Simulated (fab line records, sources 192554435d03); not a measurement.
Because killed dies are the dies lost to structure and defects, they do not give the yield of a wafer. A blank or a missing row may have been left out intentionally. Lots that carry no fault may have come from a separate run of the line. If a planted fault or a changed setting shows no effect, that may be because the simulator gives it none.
8D (eight disciplines) problem report, filled in by code + flow n5 finfet + the parts of the form that need people (team, actions taken, sign-off) are left out

## 1. THE ISSUE
platen rpm at N5_ILD0_CMP_03 reads a mean of 49.69 rpm on 1 wafer of 1 lot; wafers without a fault read 51.79 rpm with a standard deviation of 0.037. That is -57 standard deviations from the usual mean.
The step: polishes, stops on SiNx, t overpolish 1.9 s, target thk 197.38 nm.
Seen first at day 7 14:17 on cmp-02, wafer L119.1. Wafers with a number at this step in the record: 27, from 9 lots. The rule behind "out" and "out of limits": a value lying over 4 standard deviations away from the usual mean. The rest of the wafers with a number are treated as sound.

## 2. WHAT THIS IS AND IS NOT
| question                    | is               | is not                                                                          |
|-----------------------------|------------------|---------------------------------------------------------------------------------|
| which readings at this step | platen rpm       | motor current A, overpolish run s, time to endpoint s                           |
| which lots                  | L119             | L106, L109, L111, L112, L115, L122, L124, L126                                  |
| which wafers of those lots  | L119.1           | L119.3, L119.4                                                                  |
| read on which tools         | cmp-02           | cmp-01, cmp-03                                                                  |
| when                        | from day 7 14:17 | up to then (17 sound wafers); but 9 sound wafers of L122, L124, L126 came after |

## 3. WHAT RULES OUT EACH SUSPECT
Counting: if a tool at a process step up to the reading ran every lot that is out, it stays a suspect. Sound lots after the first of them don't rule it out here, since some wafers of a struck lot are sound.
- rie diel-04 at N5_SD_EPI_P_DESCUM_14 (chemistry O2, time 7.9 s): kept. L119, the lot that is out, went through it at day 7 07:05; up to then, the latest sound lot through it was L115 at day 6 12:57.
- ald sin-04 at N5_ILD0_LINER_00 (material SiNx, target thk 4 nm, pulse time 1 s, purge time 2 s): kept. L119, the lot that is out, went through it at day 7 11:55; up to then, the latest sound lot through it was L111 at day 5 14:46.
- cmp-02 at N5_ILD0_CMP_03 (polishes, stops on SiNx, t overpolish 1.9 s, target thk 197.38 nm): kept. L119, the lot that is out, went through it at day 7 14:17; up to then, the latest sound lot through it was L111 at day 5 17:11. Its own platen rpm readings are out on those wafers.
- Within rie diel-04 at N5_SD_EPI_P_DESCUM_14, the wafers that are out were processed in chamber 1 and their sound lot-mates in chamber 2.
- At N5_ILD0_LINER_00, inside ald sin-04: chamber 1 took the wafers that are out, while their sound lot-mates went through chambers 2, 3.
- At N5_ILD0_CMP_03, inside cmp-02: chamber 1 took the wafers that are out, while their sound lot-mates went through chambers 0, 3.
Left after counting: rie diel-04 at N5_SD_EPI_P_DESCUM_14, ald sin-04 at N5_ILD0_LINER_00, cmp-02 at N5_ILD0_CMP_03.

## 4. THE CAUSE (what the simulator had put in)
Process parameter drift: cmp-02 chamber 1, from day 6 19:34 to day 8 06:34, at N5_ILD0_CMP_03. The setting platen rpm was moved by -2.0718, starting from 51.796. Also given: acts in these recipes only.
This tool is one of the 3 suspects left after counting.

## 5. SEQUENCE OF EFFECTS, ordered by route
Each row: a reading where the mean over the struck wafers with a number is more than 3 standard deviations away from the usual. Only readings for which the record gives a usual standard deviation are gone through. hours: the time from each lot's start at the first step in this table that gives one to its start at this step, as a median over the lots. sigmas: the change in usual standard deviations.
| hours | step           | reading    | usual     | on struck wafers | change | sigmas |
|-------|----------------|------------|-----------|------------------|--------|--------|
| 0     | N5_ILD0_CMP_03 | platen rpm | 51.79 rpm | 49.69            | -2.10  | -57    |
It contains these process steps:
- N5_ILD0_CMP_03: polishes, stops on SiNx, t overpolish 1.9 s, target thk 197.38 nm.
At these later measuring or inspecting steps, every struck wafer for which the step has a row has a number for every such reading, and none has moved that far: N5_ILD0_THK_MEAS_08, N5_BEOL_M4_RC_MEAS_101.

## 6. HOW IT WOULD HAVE BEEN CAUGHT EARLIER
19 hours passed between the start of the fault at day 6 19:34 and the first reading out of limits in this record, taken at day 7 14:17.
